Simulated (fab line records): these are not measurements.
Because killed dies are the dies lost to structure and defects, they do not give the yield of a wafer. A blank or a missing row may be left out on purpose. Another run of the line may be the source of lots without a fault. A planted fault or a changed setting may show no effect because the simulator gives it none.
fab line records    flow n5_finfet
[record] lots = 7  wafers = 21
route steps=1938 shown BEOL_M7@1270 BEOL_M9@1440 BEOL_M10@1509 BEOL_M11@1579 BEOL_M12@1639
start_h: hours from the record's opening day to when the first of the lot's shown wafers began    wait_h: hours from the lot's prior step to this one    " as in the row above    L1.1+2: several wafers, shown together as one row    - value missing, or start not given    * or withheld: withheld    < > ~ a bound
route shown NAME@n: names a module that has steps shown in the file, with the first one's number in the route    usual: mean and standard deviation over wafers with no fault    same: alike in all rows    chamber/n: place in a boat    sites: readings site by site    _std_site: the standard deviation of these    _edge_site: mean of outer sites minus mean of inner sites    radius_mm: for every site, how far away it sits from the centre of the wafer    mask NAME#n: copy n    behind: tool/chamber where the wafer was last shaped    hold: cause of the lot's hold/its duration in hours/its outcome    device: the n, p or np transistor that did not switch    end of line: the same wafers' tests at the end of the route    where a step has no rows: the recipe by itself    killed: count of dies lost to structure and defects at first sort (not the wafer's yield)    map: a wafer's dies, x killed, . not, _ none there
set.NAME: the setting the step ran with; set.NAME@STEP: the setting that earlier step ran with    model.NAME: the simulator's own value behind a step, which no gauge read
lots whose settings were changed on purpose; a table a step, a row a wafer
[[steps]]
[step N5_BEOL_M7_COAT_05]
[recipe] resist = CAR-ArF  spin_rpm = 1500  resist_thk_nm = 90
lot.wafer  tool            chamber  start_h  wait_h  set.spin_rpm  model.CAR-ArF_of_BEOL_M7_COAT_05.thk_nm
L075.1+4   litho_track-05  0        -        -       1500          90
L075.5     "               0        "        "       1500          90.2
L079.4+5   litho_track-05  0        -        -       1415          92.8
L079.6     "               0        "        "       1500          90.2
L085.2     litho_track-03  0        -        -       1500          90
L085.3+6   "               0        "        "       1500          90.2
L092.2+3   litho_track-01  0        -        -       1500          90.2
L092.4     "               0        "        "       1597          87.4
L093.4     litho_track-01  0        -        -       1500          89.8
L093.5     "               0        "        "       1500          90
L093.6     "               0        "        "       1428          92
L095.1+5   litho_track-01  0        -        -       1500          90
L095.4     "               0        "        "       1500          89.8
L097.2+5   litho_track-03  0        -        -       1419          92.6
L097.3     "               0        "        "       1500          90
[step N5_BEOL_M7_EBR_07]
[recipe] solvent = PGMEA  ebr_width_mm = 1.5
[step N5_BEOL_M7_SOFTBAKE_06]
[recipe] temp_c = 110  time_s = 60  resist = CAR-ArF
[step N5_BEOL_M7_EXPOSE_08]
[recipe] mask_id = M7  na = 1.35  source_shape = dipole  sigma_inner = 0.817  sigma_outer = 0.97  polarization = te  dose_mj = 68.25
[step N5_BEOL_M7_PEB_09]
[recipe] peb_temp_c = withheld  peb_time_s = 60  resist = CAR-ArF
[step N5_BEOL_M7_DEVELOP_10]
[recipe] develop_time_s = 30  developer = TMAH  resist = CAR-ArF  rinse_liquid = diw  dry = air_spin  dev_temp_c = 23
lot.wafer   tool            chamber  start_h  wait_h  set.spin_rpm@BEOL_M7_COAT_05  model.CAR-ArF_of_BEOL_M7_COAT_05.thk_nm
L075.1+5    litho_track-05  0        -        -       1500                          88.4
L075.4      "               0        "        "       1500                          88.2
L079.4      litho_track-05  0        -        -       1415                          91
L079.5      "               0        "        "       1415                          91.2
L079.6      "               0        "        "       1500                          88.4
L085.2      litho_track-01  0        -        -       1500                          88.2
L085.3+6    "               0        "        "       1500                          88.4
L092.2+3    litho_track-01  0        -        -       1500                          88.6
L092.4      "               0        "        "       1597                          85.6
L093.4+5    litho_track-05  0        -        -       1500                          88.2
L093.6      "               0        "        "       1428                          90.2
L095.1+4+5  litho_track-03  0        -        -       1500                          88.2
L097.2+5    litho_track-05  0        -        -       1419                          90.8
L097.3      "               0        "        "       1500                          88.2
[step N5_BEOL_M7_ETCH_66]
[recipe] chemistry = N2/H2  target = SOC  target_depth_a = 800  overetch_a = 160  mask_material = SiARC  temp_c = 40  time_s = 120  ion_energy_ev = 200  pressure_mtorr = 30  source_w = 840  bias_w = 150  n2_flow_sccm = 200  h2_flow_sccm = 200
lot.wafer   tool         chamber  start_h  wait_h  set.time_s  model.SiARC_of_BEOL_M7_COAT_64.thk_nm
L075.1      rie_diel-03  3        203.68   0.0     120         6
L075.4      "            0        "        "       120         6.2
L075.5      "            2        "        "       120         6.6
L079.4      rie_diel-03  3        218.91   0.0     120         6.2
L079.5      "            1        "        "       120         6.6
L079.6      "            2        "        "       120         6.4
L085.2      rie_diel-06  0        252.66   0.0     132.5       5.8
L085.3      "            3        "        "       132.5       6
L085.6      "            1        "        "       120         6.4
L092.2      rie_diel-06  2        300.00   0.0     120         6.4
L092.3      "            1        "        "       106.7       7
L092.4      "            3        "        "       106.7       7.2
L093.4      rie_diel-03  1        306.24   0.0     120         6.4
L093.5      "            1        "        "       120         6.6
L093.6      "            0        "        "       113.1       6.6
L095.1+4+5  rie_diel-03  3,0,3    311.64   0.0     120         6.2
L097.2      rie_diel-06  1        336.12   0.0     120         6.4
L097.3      "            0        "        "       95.99       7.6
L097.5      "            3        "        "       120         6.6
[step N5_BEOL_M7_VIA_ETCH_34]
[recipe] chemistry = C4F6/O2  target = SiCOH_lowk  target_depth_a = 1255  mask_material = SOC  taper_deg = 4  time_s = 50.5  ion_energy_ev = 250  pressure_mtorr = 30  source_w = 345  bias_w = 185  Ar_flow_sccm = 300  C4F6_flow_sccm = 10  O2_flow_sccm = 10
[usual] rf_vpp_V = 667/8.2
lot.wafer  tool         chamber  start_h  wait_h  set.source_w  rf_vpp_V
L075.1     rie_diel-03  3        203.78   0.0     345           677
L075.4     "            0        "        "       376           649
L075.5     "            2        "        "       345           664
L079.4     rie_diel-03  3        219.01   0.0     345           677
L079.5     "            1        "        "       345           667
L079.6     "            2        "        "       345           664
L085.2     rie_diel-06  0        252.76   0.0     387           619
L085.3     "            3        "        "       387           620
L085.6     "            1        "        "       345           658
L092.2     rie_diel-06  2        300.10   0.0     345           676
L092.3     "            1        "        "       310.7         696
L092.4     "            3        "        "       310.7         693
L093.4     rie_diel-03  1        306.34   0.0     288.2         731
L093.5     "            1        "        "       345           666
L093.6     "            0        "        "       345           676
L095.1     rie_diel-03  3        311.74   0.0     345           677
L095.4     "            0        "        "       345           677
L095.5     "            3        "        "       345           676
L097.2     rie_diel-06  1        336.22   0.0     314.2         693
L097.3     "            0        "        "       345           655
L097.5     "            3        "        "       345           657
[step N5_BEOL_M9_ETCH_66]
[recipe] chemistry = N2/H2  target = SOC  target_depth_a = 800  overetch_a = 160  mask_material = SiARC  temp_c = 40  time_s = 120  ion_energy_ev = 200  pressure_mtorr = 30  source_w = 840  bias_w = 150  n2_flow_sccm = 200  h2_flow_sccm = 200
[usual] rf_vpp_V = 524.8/2.9
lot.wafer  tool         chamber  start_h  wait_h  set.bias_w  rf_vpp_V  model.SiARC_of_BEOL_M9_COAT_64.thk_nm
L075.1     rie_diel-02  3        218.44   0.0     129.7       481.6     7.2
L075.4     "            1        "        "       150         525.5     6.4
L075.5     "            1        "        "       150         526.5     6.2
L079.4     rie_diel-02  2        234.28   0.0     160         540.9     6
L079.5     "            3        "        "       150         527.2     6.2
L079.6     "            0        "        "       160         551.3     6
L085.2     rie_diel-06  1        270.52   0.0     166.1       560.7     5.6
L085.3     "            2        "        "       150         525.7     6.2
L085.6     "            3        "        "       150         527.8     6.6
L092.2     rie_diel-03  0        314.64   0.0     159.2       542.2     6
L092.3     "            2        "        "       150         521.0     6.6
L092.4     "            1        "        "       159.2       545.7     6.2
L093.4     rie_diel-03  2        323.58   0.0     176.9       577.7     5.4
L093.5     "            3        "        "       176.9       579.6     5
L093.6     "            2        "        "       150         520.8     6.6
L095.1     rie_diel-02  1        327.46   0.0     150         524.0     6.4
L095.4     "            3        "        "       150         528.5     6.2
L095.5     "            0        "        "       150         527.3     6.4
L097.2     rie_diel-03  0        354.99   0.0     150         521.4     6.2
L097.3     "            3        "        "       133.4       486.2     7
L097.5     "            0        "        "       150         523.5     6.4
[step N5_BEOL_M9_TRENCH_ETCH_37]
[recipe] chemistry = C4F6/O2  target_depth_a = 1514.3  target = SiCOH_lowk  time_s = 49  ion_energy_ev = 250  pressure_mtorr = 30  source_w = 345  bias_w = 185  Ar_flow_sccm = 300  C4F6_flow_sccm = 10  O2_flow_sccm = 10
[usual] rf_vpp_V = 668/7.3
lot.wafer  tool         chamber  start_h  wait_h  set.source_w  rf_vpp_V
L075.1     rie_diel-02  3        -        -       318.7         697
L075.4     "            1        "        "       345           676
L075.5     "            1        "        "       318.7         703
L079.4     rie_diel-02  2        -        -       345           664
L079.5     "            3        "        "       345           669
L079.6     "            0        "        "       345           671
L085.2     rie_diel-06  1        -        -       325.9         678
L085.3     "            2        "        "       345           677
L085.6     "            3        "        "       325.9         676
L092.2     rie_diel-03  0        -        -       345           676
L092.3     "            2        "        "       315.8         694
L092.4     "            1        "        "       315.8         696
L093.4     rie_diel-03  2        -        -       405.1         612
L093.5     "            3        "        "       345           676
L093.6     "            2        "        "       405.1         611
L095.1     rie_diel-02  1        -        -       345           675
L095.4     "            3        "        "       345           670
L095.5     "            0        "        "       345           671
L097.2     rie_diel-03  0        -        -       400.1         626
L097.3     "            3        "        "       400.1         628
L097.5     "            0        "        "       345           677
[step N5_BEOL_M10_VIA_ETCH_34]
[recipe] chemistry = C4F6/O2  target = SiCOH_lowk  target_depth_a = 1845  mask_material = SOC  taper_deg = 4  time_s = 69.2  ion_energy_ev = 250  pressure_mtorr = 30  source_w = 345  bias_w = 185  Ar_flow_sccm = 300  C4F6_flow_sccm = 10  O2_flow_sccm = 10
lot.wafer  tool         chamber  start_h  wait_h  set.time_s  model.etch.depth_nm  model.SOC_of_BEOL_M10_COAT_63.thk_nm
L075.1     rie_diel-05  3        225.36   0.0     69.2        182.5                92.4
L075.4     "            1        "        "       69.2        183.6                92.2
L075.5     "            2        "        "       69.2        179.9                92.4
L079.4     rie_diel-05  2        242.18   0.0     60.03       156.2                92.6
L079.5     "            1        "        "       60.03       159.5                92.6
L079.6     "            0        "        "       69.2        180.3                91.8
L085.2     rie_diel-01  3        277.17   0.0     69.2        184.4                92.6
L085.3     "            1        "        "       69.2        182.7                92.2
L085.6     "            2        "        "       69.2        181.3                92.2
L092.2     rie_diel-01  2        323.66   0.0     69.2        181.6                92.4
L092.3     "            0        "        "       69.2        186.1                92.4
L092.4     "            1        "        "       55.42       147.7                93.8
L093.4     rie_diel-04  1        331.13   0.0     54.47       145                  93.6
L093.5     "            0        "        "       69.2        189.6                91.8
L093.6     "            2        "        "       69.2        184.5                92
L095.1     rie_diel-04  2        335.01   0.0     69.2        183.2                92.8
L095.4     "            2        "        "       69.2        183.6                92.4
L095.5     "            1        "        "       69.2        183.9                92.4
L097.2     rie_diel-01  3        362.60   0.0     54.17       146.6                93
L097.3     "            0        "        "       54.17       143.9                93.8
L097.5     "            0        "        "       69.2        185.2                91.6
[step N5_BEOL_M10_TRENCH_ETCH_37]
[recipe] chemistry = C4F6/O2  target_depth_a = 1488.3  target = SiCOH_lowk  time_s = 48  ion_energy_ev = 250  pressure_mtorr = 30  source_w = 345  bias_w = 185  Ar_flow_sccm = 300  C4F6_flow_sccm = 10  O2_flow_sccm = 10
[usual] rf_vpp_V = 667/5
lot.wafer  tool         chamber  start_h  wait_h  set.source_w  rf_vpp_V  model.BEOL_M10.feature_depth_nm  model.etch.depth_nm
L075.1     rie_diel-05  3        -        -       345           666       148.6                            148.6
L075.4     "            1        "        "       345           675       147.6                            147.6
L075.5     "            2        "        "       345           663       145.6                            145.7
L079.4     rie_diel-05  2        -        -       345           663       145.4                            145.4
L079.5     "            1        "        "       345           675       148.4                            148.3
L079.6     "            0        "        "       394.6         624       152.8                            152.9
L085.2     rie_diel-01  3        -        -       345           657       148.8                            148.8
L085.3     "            1        "        "       295.8         726       140.4                            140.5
L085.6     "            2        "        "       345           669       146.6                            146.5
L092.2     rie_diel-01  2        -        -       287.2         734       135.2                            135.2
L092.3     "            0        "        "       287.2         730       141                              141
L092.4     "            1        "        "       345           671       149                              149.1
L093.4     rie_diel-04  1        -        -       345           665       148                              148
L093.5     "            0        "        "       345           674       151.8                            151.7
L093.6     "            2        "        "       345           656       148                              148.1
L095.1     rie_diel-04  2        -        -       345           657       149.6                            149.5
L095.4     "            2        "        "       345           656       149.6                            149.5
L095.5     "            1        "        "       345           665       148.6                            148.5
L097.2     rie_diel-01  3        -        -       363.2         649       153.2                            153.2
L097.3     "            0        "        "       363.2         648       151.4                            151.5
L097.5     "            0        "        "       363.2         648       152.4                            152.3
[step N5_BEOL_M10_ETCH_41]
[recipe] chemistry = CH3F/O2  target = SiCN  target_depth_a = 426  taper_deg = 2  time_s = 86  ion_energy_ev = 120  mask_material = TiN  pressure_mtorr = 30  source_w = 395  bias_w = 75  Ar_flow_sccm = 150  CH3F_flow_sccm = 30  O2_flow_sccm = 20
[step N5_BEOL_M10_STRIP_77]
[recipe] chemistry = N2/H2  time_s = 10  power_w = 450  temp_c = 40  pressure_mtorr = 20  rf_frequency_hz = 6e+07  bias_power_w = 7  n2_flow_sccm = 200  h2_flow_sccm = 200
[step N5_BEOL_M10_ECD_50]
[recipe] material = Cu  target_thk_a = 3180
[step N5_BEOL_M10_ANNEAL_51]
[recipe] temp_c = 225  time_s = 90  ambient = N2
[step N5_BEOL_M10_CMP_52]
[recipe] stop_on = SiCOH_lowk  t_overpolish_s = 7  down_force_psi = 1  platen_rpm = 50  clearing_platen_down_force_psi = 1.5  clearing_platen_rpm = 50  post_cmp_clean = cu_alkaline  target_thk_nm = 140  clearing_platen_pad_velocity_m_s = 0.99484  pad_velocity_m_s = 0.99484
lot.wafer  tool    chamber  start_h  wait_h  set.source_w@BEOL_M10_TRENCH_ETCH_37  model.Cu_of_BEOL_M10_ECD_50.thk_nm
L075.4     cmp-04  3        228.09   0.1     345                                   139.6
L075.1     "       0        "        "       345                                   140.6
L075.5     "       3        "        "       345                                   138.6
L079.4     cmp-02  2        245.55   0.2     345                                   137.4
L079.5     "       0        "        "       345                                   139.6
L079.6     "       1        "        "       394.6                                 143.2
L085.3     cmp-02  3        281.26   0.3     295.8                                 130.4
L085.2     "       1        "        "       345                                   139.6
L085.6     "       3        "        "       345                                   137
L092.2     cmp-04  2        326.88   0.4     287.2                                 126.6
L092.4     "       3        "        "       345                                   141
L092.3     "       0        "        "       287.2                                 132.4
L093.4     cmp-04  1        333.69   0.2     345                                   139.6
L093.6     "       0        "        "       345                                   140.2
L093.5     "       1        "        "       345                                   143.2
L095.4     cmp-02  0        339.16   0.2     345                                   139.2
L095.1     "       1        "        "       345                                   141
L095.5     "       2        "        "       345                                   139
L097.2     cmp-01  3        365.22   0.2     363.2                                 144.4
L097.3+5   "       1,3      "        "       363.2                                 142.8
[step N5_BEOL_M11_ETCH_41]
[recipe] chemistry = CH3F/O2  target = SiCN  target_depth_a = 426  taper_deg = 2  time_s = 86  ion_energy_ev = 120  mask_material = TiN  pressure_mtorr = 30  source_w = 395  bias_w = 75  Ar_flow_sccm = 150  CH3F_flow_sccm = 30  O2_flow_sccm = 20
lot.wafer  tool         chamber  start_h  wait_h  set.time_s  model.etch.depth_nm
L075.1     rie_diel-02  1        -        -       86          32.37
L075.4     "            3        "        "       86          33.66
L075.5     "            2        "        "       99.91       37.5
L079.4     rie_diel-03  2        -        -       76.49       28.25
L079.5     "            0        "        "       76.49       29.36
L079.6     "            1        "        "       76.49       28.5
L085.2     rie_diel-02  3        -        -       86          33.18
L085.3     "            1        "        "       86          32.14
L085.6     "            2        "        "       98.49       36.89
L092.2     rie_diel-02  2        -        -       86          32.13
L092.3     "            0        "        "       86          32.59
L092.4     "            1        "        "       86          32.11
L093.4     rie_diel-02  2        -        -       86          31.93
L093.5     "            3        "        "       86          33.24
L093.6     "            0        "        "       86          32.27
L095.1     rie_diel-06  2        -        -       86          32.69
L095.4+5   "            1        "        "       86          33.01
L097.2     rie_diel-06  0        -        -       79.96       30.61
L097.3     "            1        "        "       86          33.23
L097.5     "            2        "        "       86          32.65
[step N5_BEOL_M12_TRENCH_ETCH_34]
[recipe] chemistry = C4F8/O2/Ar  target = SiOC  target_depth_a = 3189.5  mask_material = SOC  pressure_mtorr = 30  source_w = 3000  bias_w = 700  Ar_flow_sccm = 400  C4F8_flow_sccm = 15  O2_flow_sccm = 8  he_inner_torr = 15  he_outer_torr = 30  time_s = 125.5  ion_energy_ev = 250
lot.wafer  tool         chamber  start_h  wait_h  set.time_s  model.etch.depth_nm
L075.1     rie_diel-01  0        239.53   0.0     125.5       318.4
L075.4     "            1        "        "       136.2       347.5
L075.5     "            2        "        "       125.5       314.3
L079.4     rie_diel-01  2        257.39   0.0     104.1       259.7
L079.5     "            0        "        "       125.5       317.5
L079.6     "            1        "        "       125.5       318.4
L085.2     rie_diel-04  0        291.48   0.0     150.4       394.4
L085.3     "            3        "        "       125.5       315
L085.6     "            3        "        "       150.4       376.5
L092.2     rie_diel-01  0        337.78   0.0     111.8       286.5
L092.3     "            1        "        "       125.5       321.9
L092.4     "            0        "        "       125.5       318.2
L093.4     rie_diel-04  2        346.36   0.0     143.2       369.6
L093.5     "            0        "        "       143.2       374.6
L093.6     "            3        "        "       125.5       326.6
L095.1     rie_diel-05  3        349.81   0.0     125.5       314.7
L095.4     "            1        "        "       125.5       321.9
L095.5     "            0        "        "       125.5       318.5
L097.2     rie_diel-04  3        375.02   0.0     125.5       321.9
L097.3     "            2        "        "       153.4       388.7
L097.5     "            1        "        "       125.5       309.1
[step N5_BEOL_M12_STRIP_70]
[recipe] chemistry = C4F8/O2/Ar  resist = SiARC  rf_frequency_hz = 6e+07
[step N5_BEOL_M12_OCD_MEAS_35]
[usual] trench_depth_nm = 318/4.5
lot.wafer  tool    chamber  start_h  wait_h  set.time_s@BEOL_M12_TRENCH_ETCH_34  trench_depth_nm
L075.1     ocd-01  -        239.69   0.0     125.5                               318
L075.4     "       -        "        "       136.2                               347
L075.5     "       -        "        "       125.5                               314
L079.4     ocd-01  -        257.55   0.0     104.1                               260
L079.5     "       -        "        "       125.5                               318
L079.6     "       -        "        "       125.5                               318
L085.2     ocd-02  -        291.63   0.0     150.4                               394
L085.3     "       -        "        "       125.5                               315
L085.6     "       -        "        "       150.4                               376
L092.2     ocd-02  -        337.94   0.0     111.8                               287
L092.3     "       -        "        "       125.5                               322
L092.4     "       -        "        "       125.5                               318
L093.4     ocd-02  -        346.52   0.0     143.2                               369
L093.5     "       -        "        "       143.2                               374
L093.6     "       -        "        "       125.5                               327
L095.1     ocd-01  -        349.97   0.0     125.5                               315
L095.4     "       -        "        "       125.5                               322
L095.5     "       -        "        "       125.5                               319
L097.2     ocd-02  -        375.18   0.0     125.5                               322
L097.3     "       -        "        "       153.4                               389
L097.5     "       -        "        "       125.5                               309
[[key]]
[split] step = N5_BEOL_M7_COAT_05  setting = spin_rpm  stated = 1500  by = wafer
[response] step = N5_BEOL_M7_COAT_05  reading = model.CAR-ArF_of_BEOL_M7_COAT_05.thk_nm  change = -0.452  per = 1%  r = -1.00
[response] step = N5_BEOL_M7_DEVELOP_10  reading = model.CAR-ArF_of_BEOL_M7_COAT_05.thk_nm  change = -0.463  per = 1%  r = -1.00
[split] step = N5_BEOL_M7_ETCH_66  setting = time_s  stated = 120  by = wafer
[response] step = N5_BEOL_M7_ETCH_66  reading = model.SiARC_of_BEOL_M7_COAT_64.thk_nm  change = -0.0535  per = 1%  r = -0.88
[split] step = N5_BEOL_M7_VIA_ETCH_34  setting = source_w  stated = 345  by = wafer
[response] step = N5_BEOL_M7_VIA_ETCH_34  reading = rf_vpp_V  change = -3.17  per = 1%  r = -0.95
[split] step = N5_BEOL_M9_ETCH_66  setting = bias_w  stated = 150  by = wafer
[response] step = N5_BEOL_M9_ETCH_66  reading = rf_vpp_V  change = +3.24  per = 1%  r = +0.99
[response] step = N5_BEOL_M9_ETCH_66  reading = model.SiARC_of_BEOL_M9_COAT_64.thk_nm  change = -0.0704  per = 1%  r = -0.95
[split] step = N5_BEOL_M9_TRENCH_ETCH_37  setting = source_w  stated = 345  by = wafer
[response] step = N5_BEOL_M9_TRENCH_ETCH_37  reading = rf_vpp_V  change = -3.14  per = 1%  r = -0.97
[split] step = N5_BEOL_M10_VIA_ETCH_34  setting = time_s  stated = 69.2  by = wafer
[response] step = N5_BEOL_M10_VIA_ETCH_34  reading = model.etch.depth_nm  change = +1.86  per = 1%  r = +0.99
[response] step = N5_BEOL_M10_VIA_ETCH_34  reading = model.SOC_of_BEOL_M10_COAT_63.thk_nm  change = -0.076  per = 1%  r = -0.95
[split] step = N5_BEOL_M10_TRENCH_ETCH_37  setting = source_w  stated = 345  by = wafer
[response] step = N5_BEOL_M10_TRENCH_ETCH_37  reading = rf_vpp_V  change = -3.73  per = 1%  r = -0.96
[response] step = N5_BEOL_M10_TRENCH_ETCH_37  reading = model.BEOL_M10.feature_depth_nm  change = +0.538  per = 1%  r = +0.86
[response] step = N5_BEOL_M10_TRENCH_ETCH_37  reading = model.etch.depth_nm  change = +0.54  per = 1%  r = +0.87
[response] step = N5_BEOL_M10_CMP_52  reading = model.Cu_of_BEOL_M10_ECD_50.thk_nm  change = +0.54  per = 1%  r = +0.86
[split] step = N5_BEOL_M11_ETCH_41  setting = time_s  stated = 86  by = wafer
[response] step = N5_BEOL_M11_ETCH_41  reading = model.etch.depth_nm  change = +0.288  per = 1%  r = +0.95
[split] step = N5_BEOL_M12_TRENCH_ETCH_34  setting = time_s  stated = 125.5  by = wafer
[response] step = N5_BEOL_M12_TRENCH_ETCH_34  reading = model.etch.depth_nm  change = +3.37  per = 1%  r = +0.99
[response] step = N5_BEOL_M12_OCD_MEAS_35  reading = trench_depth_nm  change = +3.36  per = 1%  r = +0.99
